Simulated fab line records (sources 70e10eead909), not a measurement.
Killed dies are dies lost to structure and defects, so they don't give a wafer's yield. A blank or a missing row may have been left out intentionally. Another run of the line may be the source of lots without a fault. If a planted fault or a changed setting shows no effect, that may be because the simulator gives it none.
Matching of chambers -- flow nandHarc -- 4 sister chambers for NHARC_P_GATE_STRIP_101 on rieDiel-08
The step strips in O2, time 20 s. 14 wafers are shown with their chamber, then 7 later ones without.

== WAFERS, EACH WITH ITS CHAMBER ==
wafer,chamber,showerheadPlenumPTorr (Torr),oesProductAu (a.u.),rfVppV (V)
L077.1,0,3.50,1.018,57.4
L077.3,2,3.74,0.989,58.5
L077.6,3,3.69,0.999,57.3
L082.2,0,3.50,1.014,58.3
L082.3,1,3.75,0.992,57.6
L082.5,3,3.69,1.009,59.8
L080.1,3,3.69,0.993,57.6
L080.5,1,3.75,0.995,58.6
L080.6,0,3.50,1.017,56.0
L083.2,1,3.75,0.995,60.2
L083.3,3,3.68,1.005,59.1
L083.5,2,3.73,1.005,57.9
L084.1,3,3.68,1.000,57.6
L084.4,0,3.50,1.021,57.7

SIGNATURES (averages over the wafers above)
reading,chamber 0,chamber 1,chamber 2,chamber 3,scatter within a chamber
showerheadPlenumPTorr,3.5000,3.7500,3.7350,3.6860,0.00412
oesProductAu,1.01750,0.99400,0.99700,1.00120,0.00555
rfVppV,57.350,58.800,58.200,58.280,1.06
Rule: for a wafer and a chamber, the distance is found by dividing, reading by reading, the gap between the wafer's reading and the chamber's mean by the reading's scatter, squaring, summing and taking the root. The wafer belongs to the nearest chamber; if the next one is less than 2 further off, it can't be placed. The scatter is the square root of a quotient: the sum, over the shown wafers, of each reading's squared deviation from its chamber's mean, divided by wafers minus chambers.

== WAFERS WITH NO CHAMBER GIVEN ==
wafer,showerheadPlenumPTorr (Torr),oesProductAu (a.u.),rfVppV (V)
L084.6,3.50,1.021,57.1
L085.2,3.49,1.024,56.6
L085.3,3.73,1.007,60.3
L085.6,3.49,1.024,56.1
L090.1,3.49,1.024,56.6
L090.2,3.72,0.994,59.3
L090.6,3.72,0.994,58.8

== WHICH CHAMBER EACH ONE RAN IN ==
wafer,from the rows above,in truth
L084.6,0,0
L085.2,0,0
L085.3,2,2
L085.6,0,0
L090.1,0,0
L090.2,2,2
L090.6,2,2
Placed correctly: 7 of 7. Not placeable from these rows: 0. Wrongly placed: 0.
